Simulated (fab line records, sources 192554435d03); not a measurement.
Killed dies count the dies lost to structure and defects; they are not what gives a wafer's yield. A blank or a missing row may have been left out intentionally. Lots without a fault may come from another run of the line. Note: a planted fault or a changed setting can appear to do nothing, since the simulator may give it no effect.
fab line records	flow n5_finfet	part 1 of 2: steps 1 to 20 of 31
record: lots: 5	wafers: 15	last_day: 20
route steps=1938 shown BEOL_M1@792
lots that met no fault: taken from a fault-free run of the same line
start_h: start of the lot's first displayed wafer, in hours after the record's first day	wait_h: time in hours since the lot's previous step	" unchanged from the row above	L1.1+2: several wafers, shown together as one row	- no value present, or no start provided	* or withheld: withheld	< > ~ a bound
route shown NAME@n: NAME is a module with steps in the file, n the number in the route of the first one	usual: average and standard deviation across the fault-free wafers	same: alike in all rows	chamber/n: place in a boat	sites: each site's reading	_std_site: how widely they spread, as a standard deviation	_edge_site: inner sites' mean taken away from outer sites' mean	radius_mm: for every site, how far away it sits from the centre of the wafer	mask NAME#n: copy n	behind: the last tool/chamber to shape the wafer	hold: reason for holding the lot/hours on hold/outcome of the hold	device: names the non-switching transistor (n, p or np)	end of line: the route-end tests of the same wafers	a step given without rows: its recipe and nothing more	killed: dies lost to structure and defects at the first sort, not the wafer's yield	map: dies across one wafer; x = killed, . = not, _ = none there
set.NAME: setting as actually run; set.NAME@STEP: the setting as run at that earlier step	model.NAME: the simulator's own value behind a step, which no gauge read
certain route steps with their lots: each step a table, each wafer a row
services: the hour from which a tool's chamber was out of use, counted from the record's first day as start_h (under 0 if before that day), plus the number of hours and why
== steps ==
step: N5_BEOL_M1_ALD_98
recipe: material: SiO2	target_thk_a: 25	temp_c: 100	ald_precursor_family: BDEAS	ald_co_reactant: O2-plasma	pulse_time_s: 1	co_reactant_pulse_time_s: 1	purge_time_s: 2	co_reactant_purge_time_s: 2	ald_cycles: 17	pressure_torr: 2
usual: heater_power_w: 75/8.7	precursor_pulse_height_rel: 1.000/0.019
lot.wafer	tool	chamber	start_h	wait_h	heater_power_w	precursor_pulse_height_rel
L077.1	ald_sin-02	2	142.32	0.1	72	1.015
L077.4	"	3	"	"	75	1.003
L077.6	"	2	"	"	73	1.028
L078.1	ald_sin-01	2	147.10	0.1	81	0.969
L078.3	"	0	"	"	68	0.967
L078.6	"	0	"	"	68	0.989
L082.1	ald_sin-02	1	165.69	0.1	69	0.997
L082.2	"	2	"	"	71	1.015
L082.5	"	0	"	"	59	0.994
L086.1	ald_sin-01	2	196.81	0.1	81	0.967
L086.5	"	1	"	"	85	0.982
L086.6	"	0	"	"	68	1.018
L087.3	ald_sin-04	0	199.62	0.1	82	0.976
L087.4	"	1	"	"	93	0.974
L087.5	"	0	"	"	80	0.964
step: N5_BEOL_M1_ETCHBACK_99
recipe: chemistry: CHF3	target: SiO2	target_depth_a: 50	time_s: 10.4	source_w: 215	bias_w: 47	Ar_flow_sccm: 200	CHF3_flow_sccm: 12	ion_energy_ev: 100	pressure_mtorr: 30
usual: drypump_motor_current_A: 5.6/0.43	oes_product_au: 0.76/0.065	rf_vpp_V: 244/6.9	showerhead_plenum_p_Torr: 2.15/0.088	throttle_valve_pct: 17.11/0.2
lot.wafer	tool	chamber	start_h	wait_h	drypump_motor_current_A	oes_product_au	rf_hours_counter_h	rf_vpp_V	showerhead_plenum_p_Torr	throttle_valve_pct
L077.1	rie_diel-06	1	174.73	32.4	5.5	0.83	75	242	2.24	16.64
L077.4	"	2	"	"	5.5	0.70	-	238	2.15	17.12
L077.6	"	0	"	"	5.8	0.76	-	248	2.16	17.25
L078.1	rie_diel-05	2	182.80	35.6	6.1	0.80	123	237	2.27	17.01
L078.3	"	0	"	"	5.0	0.73	171	251	2.05	17.14
L078.6	"	0	"	"	5.0	0.73	-	251	2.05	17.14
L082.1	rie_diel-05	3	197.30	31.6	5.7	0.74	171	242	2.06	17.00
L082.2	"	0	"	"	5.0	0.71	179	249	2.05	17.15
L082.5	"	0	"	"	5.0	0.72	-	252	2.05	17.18
L086.1	rie_diel-05	0	203.84	7.0	5.0	0.72	181	249	2.05	17.18
L086.5	"	0	"	"	5.0	0.72	-	250	2.05	17.17
L086.6	"	1	"	"	5.6	0.71	-	235	2.23	17.35
L087.3	rie_diel-02	2	224.83	25.2	5.0	0.70	222	239	2.20	17.03
L087.4	"	0	"	"	4.8	0.70	246	245	2.01	17.48
L087.5	"	3	"	"	5.7	0.82	-	260	2.07	17.21
step: N5_BEOL_M1_ETCH_70
recipe: chemistry: N2/H2	target: SOC	target_depth_a: 800	overetch_a: 160	mask_material: SiARC	temp_c: 40	time_s: 120	ion_energy_ev: 200	pressure_mtorr: 30	source_w: 840	bias_w: 150	n2_flow_sccm: 200	h2_flow_sccm: 200
usual: drypump_motor_current_A: 5.6/0.43	oes_product_au: 0.58/0.046	rf_vpp_V: 524/3	showerhead_plenum_p_Torr: 2.54/0.1	throttle_valve_pct: 17.91/0.27
lot.wafer	tool	chamber	start_h	wait_h	drypump_motor_current_A	oes_product_au	rf_hours_counter_h	rf_vpp_V	showerhead_plenum_p_Torr	throttle_valve_pct
L077.1	rie_diel-06	1	174.77	0.0	5.6	0.64	75	529	2.66	17.35
L077.4	"	2	"	"	5.6	0.55	-	524	2.50	17.75
L077.6	"	0	"	"	5.8	0.60	-	523	2.57	18.12
L078.1	rie_diel-05	2	182.83	0.0	6.1	0.59	123	527	2.69	17.98
L078.3	"	0	"	"	5.0	0.56	171	522	2.42	17.89
L078.6	"	0	"	"	5.0	0.56	-	520	2.42	17.88
L082.1	rie_diel-05	3	197.33	0.0	5.7	0.57	171	520	2.44	17.74
L082.2	"	0	"	"	5.0	0.55	179	520	2.42	17.87
L082.5	"	0	"	"	5.0	0.56	-	522	2.42	17.89
L086.1	rie_diel-05	0	203.88	0.0	5.0	0.55	181	522	2.42	17.90
L086.5	"	0	"	"	5.0	0.56	-	521	2.42	17.89
L086.6	"	1	"	"	5.6	0.55	-	527	2.64	18.11
L087.3	rie_diel-02	2	224.87	0.0	5.1	0.55	222	527	2.62	17.88
L087.4	"	0	"	"	4.8	0.53	246	518	2.38	18.29
L087.5	"	3	"	"	5.7	0.63	-	521	2.50	18.48
step: N5_BEOL_M1_STRIP_71
recipe: chemistry: N2/H2	temp_c: 40	n2_flow_sccm: 200	h2_flow_sccm: 200	rf_frequency_hz: 6e+07
lot.wafer	tool	chamber	start_h	wait_h
L077.1+4+6	rie_diel-06	1,2,0	174.85	0.0
L078.1+3+6	rie_diel-05	2,0,0	182.91	0.0
L082.1+2+5	rie_diel-05	3,0,0	197.41	0.0
L086.1+5+6	rie_diel-05	0,0,1	203.96	0.0
L087.3+4+5	rie_diel-02	2,0,3	224.95	0.0
step: N5_BEOL_M1_STRIP_78
recipe: chemistry: N2/H2	temp_c: 40	n2_flow_sccm: 200	h2_flow_sccm: 200	rf_frequency_hz: 6e+07
lot.wafer	tool	chamber	start_h	wait_h
L077.1+4+6	rie_diel-06	1,2,0	174.86	0.0
L078.1+3+6	rie_diel-05	2,0,0	182.92	0.0
L082.1+2+5	rie_diel-05	3,0,0	197.42	0.0
L086.1+5+6	rie_diel-05	0,0,1	203.97	0.0
L087.3+4+5	rie_diel-02	2,0,3	224.96	0.0
step: N5_BEOL_M1_VIA_ETCH_34
recipe: chemistry: C4F6/O2	target_depth_a: 678	mask_material: SOC	pressure_mtorr: 15	ion_energy_ev: 250	taper_deg: 4	time_s: 64.4	source_w: 350	bias_w: 170	Ar_flow_sccm: 300	C4F6_flow_sccm: 10	O2_flow_sccm: 10
usual: drypump_motor_current_A: 5.6/0.43	oes_product_au: 0.76/0.065	rf_vpp_V: 674/18	showerhead_plenum_p_Torr: 2.84/0.11	throttle_valve_pct: 30.77/0.26
lot.wafer	tool	chamber	start_h	wait_h	drypump_motor_current_A	oes_product_au	rf_hours_counter_h	rf_vpp_V	showerhead_plenum_p_Torr	throttle_valve_pct
L077.1	rie_diel-06	1	174.87	0.0	5.6	0.82	75	676	2.96	30.23
L077.4	"	2	"	"	5.6	0.72	-	655	2.84	31.06
L077.6	"	0	"	"	5.8	0.78	-	684	2.85	30.83
L078.1	rie_diel-05	2	182.93	0.0	6.1	0.79	123	658	2.99	30.85
L078.3	"	0	"	"	5.0	0.73	172	691	2.71	30.90
L078.6	"	0	"	"	5.0	0.73	-	690	2.71	30.90
L082.1	rie_diel-05	3	197.43	0.0	5.8	0.74	171	668	2.72	30.52
L082.2	"	0	"	"	5.0	0.72	179	690	2.71	30.91
L082.5	"	0	"	"	5.0	0.72	-	691	2.71	30.90
L086.1	rie_diel-05	0	203.98	0.0	5.0	0.73	181	690	2.70	30.91
L086.5	"	0	"	"	5.0	0.72	-	691	2.70	30.91
L086.6	"	1	"	"	5.6	0.71	-	650	2.94	30.99
L087.3	rie_diel-02	2	224.97	0.0	5.0	0.70	223	659	2.90	30.46
L087.4	"	0	"	"	4.8	0.70	246	677	2.67	30.99
L087.5	"	3	"	"	5.7	0.83	-	715	2.73	30.91
step: N5_BEOL_M1_STRIP_83
recipe: chemistry: C4F6/O2	resist: SiARC	rf_frequency_hz: 6e+07
lot.wafer	tool	chamber	start_h	wait_h
L077.1+4+6	rie_diel-06	1,2,0	174.92	0.0
L078.1+3+6	rie_diel-05	2,0,0	182.98	0.0
L082.1+2+5	rie_diel-05	3,0,0	197.48	0.0
L086.1+5+6	rie_diel-05	0,0,1	204.03	0.0
L087.3+4+5	rie_diel-02	2,0,3	225.02	0.0
step: N5_BEOL_M1_STRIP_36
recipe: chemistry: N2/H2	power_w: 450	temp_c: 40	pressure_mtorr: 20	rf_frequency_hz: 6e+07	overash_fraction: 0.3	bias_power_w: 7	h2_frac: 0.5	n2_flow_sccm: 200	h2_flow_sccm: 200
usual: bias_power_w: 7.002/0.021	drypump_motor_current_A: 5.6/0.43	oes_product_au: 0.76/0.064	rf_vpp_V: 59.3/1.2	showerhead_plenum_p_Torr: 2.54/0.1	throttle_valve_pct: 23.8/0.38
lot.wafer	tool	chamber	start_h	wait_h	bias_power_w	drypump_motor_current_A	oes_product_au	rf_hours_counter_h	rf_vpp_V	showerhead_plenum_p_Torr	throttle_valve_pct
L077.1	rie_diel-06	1	174.93	0.0	6.971	5.6	0.81	75	61.4	2.66	23.1
L077.4	"	2	"	"	7.036	5.5	0.71	-	58.9	2.50	23.7
L077.6	"	0	"	"	6.999	5.8	0.78	-	58.8	2.57	24.0
L078.1	rie_diel-05	2	182.99	0.0	6.975	6.1	0.80	123	59.0	2.69	24.1
L078.3	"	0	"	"	6.991	5.0	0.73	172	58.9	2.42	23.8
L078.6	"	0	"	"	7.007	5.0	0.72	-	58.6	2.42	23.8
L082.1	rie_diel-05	3	197.49	0.0	7.025	5.8	0.72	171	58.2	2.43	23.5
L082.2	"	0	"	"	6.983	5.0	0.71	179	58.7	2.41	23.8
L082.5	"	0	"	"	7.000	5.0	0.71	-	58.0	2.41	23.8
L086.1	rie_diel-05	0	204.04	0.0	7.031	5.0	0.71	181	59.4	2.41	23.8
L086.5	"	0	"	"	6.987	5.0	0.73	-	59.5	2.41	23.8
L086.6	"	1	"	"	6.987	5.6	0.72	-	59.3	2.63	23.9
L087.3	rie_diel-02	2	225.03	0.0	7.012	5.0	0.72	223	59.4	2.61	23.6
L087.4	"	0	"	"	6.962	4.8	0.70	246	58.9	2.38	24.1
L087.5	"	3	"	"	6.996	5.7	0.85	-	60.9	2.49	24.7
step: N5_BEOL_M1_TRENCH_ETCH_37
recipe: chemistry: C4F6/O2	target_depth_a: 552.07	target: SiOC	time_s: 29	ion_energy_ev: 250	pressure_mtorr: 30	source_w: 355	bias_w: 185	Ar_flow_sccm: 300	C4F6_flow_sccm: 10	O2_flow_sccm: 10
usual: drypump_motor_current_A: 5.6/0.43	oes_product_au: 0.76/0.066	rf_vpp_V: 674/19	showerhead_plenum_p_Torr: 2.84/0.11	throttle_valve_pct: 20.88/0.2
lot.wafer	tool	chamber	start_h	wait_h	drypump_motor_current_A	oes_product_au	rf_hours_counter_h	rf_vpp_V	showerhead_plenum_p_Torr	throttle_valve_pct
L077.1	rie_diel-06	1	-	-	5.5	0.82	75	676	2.96	20.40
L077.4	"	2	"	"	5.6	0.71	-	656	2.84	20.93
L077.6	"	0	"	"	5.8	0.77	-	683	2.85	21.04
L078.1	rie_diel-05	2	-	-	6.1	0.79	123	658	3.00	20.83
L078.3	"	0	"	"	5.0	0.72	172	690	2.71	20.90
L078.6	"	0	"	"	5.0	0.72	-	693	2.71	20.89
L082.1	rie_diel-05	3	-	-	5.6	0.74	171	667	2.72	20.74
L082.2	"	0	"	"	5.0	0.72	179	690	2.71	20.91
L082.5	"	0	"	"	5.0	0.73	-	690	2.71	20.92
L086.1	rie_diel-05	0	-	-	5.0	0.72	181	690	2.71	20.91
L086.5	"	0	"	"	5.0	0.72	-	691	2.71	20.94
L086.6	"	1	"	"	5.6	0.70	-	650	2.95	21.11
L087.3	rie_diel-02	2	-	-	5.0	0.70	223	659	2.91	20.77
L087.4	"	0	"	"	4.8	0.70	246	678	2.67	21.25
L087.5	"	3	"	"	5.7	0.83	-	715	2.74	21.00
step: N5_BEOL_M1_ETCH_41
recipe: chemistry: CH3F/O2	target: SiCN	target_depth_a: 319	taper_deg: 2	time_s: 57.8	ion_energy_ev: 120	mask_material: TiN	pressure_mtorr: 30	source_w: 395	bias_w: 75	Ar_flow_sccm: 150	CH3F_flow_sccm: 30	O2_flow_sccm: 20
usual: drypump_motor_current_A: 5.6/0.43	oes_product_au: 0.76/0.066	rf_vpp_V: 297.3/1.8	showerhead_plenum_p_Torr: 2.00/0.082	throttle_valve_pct: 16.36/0.19
lot.wafer	tool	chamber	start_h	wait_h	drypump_motor_current_A	oes_product_au	rf_hours_counter_h	rf_vpp_V	showerhead_plenum_p_Torr	throttle_valve_pct
L077.1	rie_diel-06	1	-	-	5.6	0.82	75	300.1	2.09	15.91
L077.4	"	2	"	"	5.5	0.71	-	297.5	1.99	16.35
L077.6	"	0	"	"	5.8	0.77	-	298.3	2.01	16.48
L078.1	rie_diel-05	2	-	-	6.1	0.79	123	300.2	2.11	16.25
L078.3	"	0	"	"	5.0	0.72	172	295.6	1.91	16.43
L078.6	"	0	"	"	5.0	0.72	-	294.2	1.91	16.42
L082.1	rie_diel-05	3	-	-	5.8	0.73	171	295.3	1.91	16.22
L082.2	"	0	"	"	5.0	0.72	179	295.6	1.90	16.44
L082.5	"	0	"	"	5.0	0.73	-	294.5	1.90	16.42
L086.1	rie_diel-05	0	-	-	5.0	0.71	181	294.1	1.90	16.43
L086.5	"	0	"	"	5.0	0.72	-	296.1	1.90	16.44
L086.6	"	1	"	"	5.6	0.70	-	297.7	2.07	16.57
L087.3	rie_diel-02	2	-	-	5.0	0.71	223	299.6	2.05	16.35
L087.4	"	0	"	"	4.8	0.69	246	295.1	1.88	16.78
L087.5	"	3	"	"	5.7	0.83	-	295.2	1.92	16.46
step: N5_BEOL_M1_STRIP_97
recipe: chemistry: N2/H2	time_s: 10	power_w: 450	temp_c: 40	pressure_mtorr: 20	rf_frequency_hz: 6e+07	bias_power_w: 7	n2_flow_sccm: 200	h2_flow_sccm: 200
usual: bias_power_w: 7.000/0.022	drypump_motor_current_A: 5.6/0.43	oes_product_au: 0.76/0.064	rf_vpp_V: 59.2/0.87	showerhead_plenum_p_Torr: 2.54/0.1	throttle_valve_pct: 23.8/0.38
lot.wafer	tool	chamber	start_h	wait_h	bias_power_w	drypump_motor_current_A	oes_product_au	rf_hours_counter_h	rf_vpp_V	showerhead_plenum_p_Torr	throttle_valve_pct
L077.1	rie_diel-06	1	-	-	7.003	5.5	0.81	75	59.4	2.66	23.1
L077.4	"	2	"	"	7.013	5.5	0.71	-	59.1	2.50	23.7
L077.6	"	0	"	"	6.999	5.8	0.78	-	59.2	2.57	24.0
L078.1	rie_diel-05	2	-	-	6.998	6.1	0.78	123	61.8	2.69	24.1
L078.3	"	0	"	"	6.989	5.0	0.72	172	58.8	2.42	23.8
L078.6	"	0	"	"	6.987	5.0	0.72	-	58.6	2.42	23.8
L082.1	rie_diel-05	3	-	-	7.007	5.8	0.71	171	58.9	2.43	23.5
L082.2	"	0	"	"	6.994	5.0	0.72	179	58.1	2.41	23.8
L082.5	"	0	"	"	6.991	5.0	0.72	-	59.4	2.41	23.8
L086.1	rie_diel-05	0	-	-	6.999	5.0	0.71	181	57.5	2.41	23.8
L086.5	"	0	"	"	6.988	5.0	0.71	-	59.8	2.41	23.8
L086.6	"	1	"	"	7.007	5.5	0.71	-	60.1	2.64	23.9
L087.3	rie_diel-02	2	-	-	7.013	5.0	0.72	223	59.2	2.61	23.6
L087.4	"	0	"	"	7.005	4.8	0.70	246	58.6	2.38	24.1
L087.5	"	3	"	"	6.998	5.7	0.85	-	59.1	2.49	24.7
step: N5_BEOL_M1_OCD_MEAS_38
usual: trench_depth_nm: 54.6/1.2
lot.wafer	tool	chamber	start_h	wait_h	trench_depth_nm
L077.1	ocd-02	-	175.12	-	54.8
L077.4	"	-	"	"	54.4
L077.6	"	-	"	"	54.1
L078.1	ocd-02	-	183.19	-	55.9
L078.3	"	-	"	"	54.5
L078.6	"	-	"	"	54.1
L082.1	ocd-01	-	197.69	-	54.4
L082.2	"	-	"	"	54.4
L082.5	"	-	"	"	55.3
L086.1	ocd-02	-	204.23	-	54.6
L086.5	"	-	"	"	54.9
L086.6	"	-	"	"	53.0
L087.3	ocd-02	-	225.23	-	53.2
L087.4	"	-	"	"	56.7
L087.5	"	-	"	"	54.8
step: N5_BEOL_M1_HM_STRIP_39
recipe: chemistry: peroxide_tin_strip	material: TiN	target_depth_a: 250	temp_c: 50	time_s: 158
lot.wafer	tool	chamber	start_h	wait_h
L077.1+4+6	wet_bench-06	7,1,0	175.16	0.0
L078.1+3+6	wet_bench-06	3,1,2	183.22	0.0
L082.1+2+5	wet_bench-05	4,3,2	197.72	0.0
L086.1+5+6	wet_bench-05	4,6,3	204.27	0.0
L087.3+4+5	wet_bench-04	6,3,7	225.26	0.0
step: N5_BEOL_M1_SRD_40
recipe: time_s: 30	temp_c: 23	rinse_liquid: diw	dry: ipa_marangoni
lot.wafer	tool	chamber	start_h	wait_h
L077.1+4+6	wet_bench-06	7,1,0	175.20	0.0
L078.1+3+6	wet_bench-06	3,1,2	183.27	0.0
L082.1+2+5	wet_bench-05	4,3,2	197.77	0.0
L086.1+5+6	wet_bench-05	4,6,3	204.32	0.0
L087.3+4+5	wet_bench-04	6,3,7	225.36	0.0
step: N5_BEOL_M1_PRECLEAN_42
recipe: chemistry: residue_remover	time_s: 60	temp_c: 40
lot.wafer	tool	chamber	start_h	wait_h
L077.1+4+6	wet_bench-06	7,1,0	175.22	0.0
L078.1+3+6	wet_bench-06	3,1,2	183.28	0.0
L082.1+2+5	wet_bench-05	4,3,2	197.78	0.0
L086.1+5+6	wet_bench-05	4,6,3	204.34	0.0
L087.3+4+5	wet_bench-04	6,3,7	225.39	0.0
step: N5_BEOL_M1_SRD_43
recipe: time_s: 30	temp_c: 23	rinse_liquid: diw	dry: ipa_marangoni
lot.wafer	tool	chamber	start_h	wait_h
L077.1+4+6	wet_bench-06	7,1,0	175.24	0.0
L078.1+3+6	wet_bench-06	3,1,2	183.30	0.0
L082.1+2+5	wet_bench-05	4,3,2	197.80	0.0
L086.1+5+6	wet_bench-05	4,6,3	204.35	0.0
L087.3+4+5	wet_bench-04	6,3,7	225.43	0.0
step: N5_BEOL_M1_CD_MEAS_35
recipe: target_cd_nm: 18	target_cd_y_nm: 21	polarity: opening
usual: cd_nm: 17.9/0.43
lot.wafer	tool	chamber	start_h	wait_h	cd_nm
L077.1	cd_sem-01	-	175.28	0.0	18.7
L077.4	"	-	"	"	18.0
L077.6	"	-	"	"	18.1
L078.1	cd_sem-02	-	183.34	0.0	17.8
L078.3	"	-	"	"	17.8
L078.6	"	-	"	"	17.3
L082.1	cd_sem-02	-	197.84	0.0	17.7
L082.2	"	-	"	"	17.1
L082.5	"	-	"	"	17.3
L086.1	cd_sem-01	-	204.40	0.0	18.3
L086.5	"	-	"	"	18.1
L086.6	"	-	"	"	18.4
L087.3	cd_sem-03	-	225.49	0.0	17.1
L087.4	"	-	"	"	18.0
L087.5	"	-	"	"	17.8
step: N5_BEOL_M1_DEGAS_44
recipe: ambient: vacuum	temp_c: 250	time_s: 60
usual: heater_power_w: 315/30
lot.wafer	tool	chamber	start_h	wait_h	heater_power_w
L077.1	pvd_sputter-01	-	175.60	0.3	376
L077.4	"	-	"	"	317
L077.6	"	-	"	"	340
L078.1	pvd_sputter-03	-	183.82	0.5	324
L078.3	"	-	"	"	304
L078.6	"	-	"	"	323
L082.1	pvd_sputter-02	-	198.20	0.4	283
L082.2	"	-	"	"	309
L082.5	"	-	"	"	278
L086.1	pvd_sputter-01	-	204.69	0.3	348
L086.5	"	-	"	"	295
L086.6	"	-	"	"	366
L087.3	pvd_sputter-01	-	225.89	0.4	319
L087.4	"	-	"	"	361
L087.5	"	-	"	"	294
step: N5_BEOL_M1_PRE_CLEAN_45
recipe: gas: H2/He	time_s: 30	temp_c: 250
usual: heater_power_w: 315/30
lot.wafer	tool	chamber	start_h	wait_h	heater_power_w
L077.1	pvd_sputter-01	-	175.64	0.0	360
L077.4	"	-	"	"	316
L077.6	"	-	"	"	349
L078.1	pvd_sputter-03	-	183.86	0.0	323
L078.3	"	-	"	"	297
L078.6	"	-	"	"	326
L082.1	pvd_sputter-02	-	198.24	0.0	288
L082.2	"	-	"	"	313
L082.5	"	-	"	"	284
L086.1	pvd_sputter-01	-	204.73	0.0	341
L086.5	"	-	"	"	288
L086.6	"	-	"	"	368
L087.3	pvd_sputter-01	-	225.93	0.0	315
L087.4	"	-	"	"	369
L087.5	"	-	"	"	292
step: N5_BEOL_M1_ALD_84
recipe: material: TaN	target_thk_a: *	temp_c: 275	ald_precursor_family: PDMAT	ald_co_reactant: NH3	pressure_torr: 3	carrier_flow_sccm: 1500	pulse_time_s: 2	purge_time_s: 3	co_reactant_purge_time_s: 2	co_reactant_pulse_time_s: 3	ald_cycles: 30	precursor_vessel_temp_c: 75	precursor_vessel_pressure_torr: 26.25	precursor_vessel_carrier_sccm: 1000
usual: heater_power_w: 434/55
lot.wafer	tool	chamber	start_h	wait_h	heater_power_w
L077.1	ald_metal-02	2	175.70	0.0	362
L077.4	"	0	"	"	485
L077.6	"	0	"	"	476
L078.1	ald_metal-03	1	183.92	0.0	515
L078.3	"	2	"	"	390
L078.6	"	1	"	"	508
L082.1	ald_metal-03	1	198.33	0.1	519
L082.2	"	3	"	"	473
L082.5	"	1	"	"	508
L086.1	ald_metal-02	2	204.79	0.0	366
L086.5	"	0	"	"	486
L086.6	"	3	"	"	390
L087.3	ald_metal-04	0	226.17	0.2	423
L087.4	"	2	"	"	414
L087.5	"	1	"	"	371
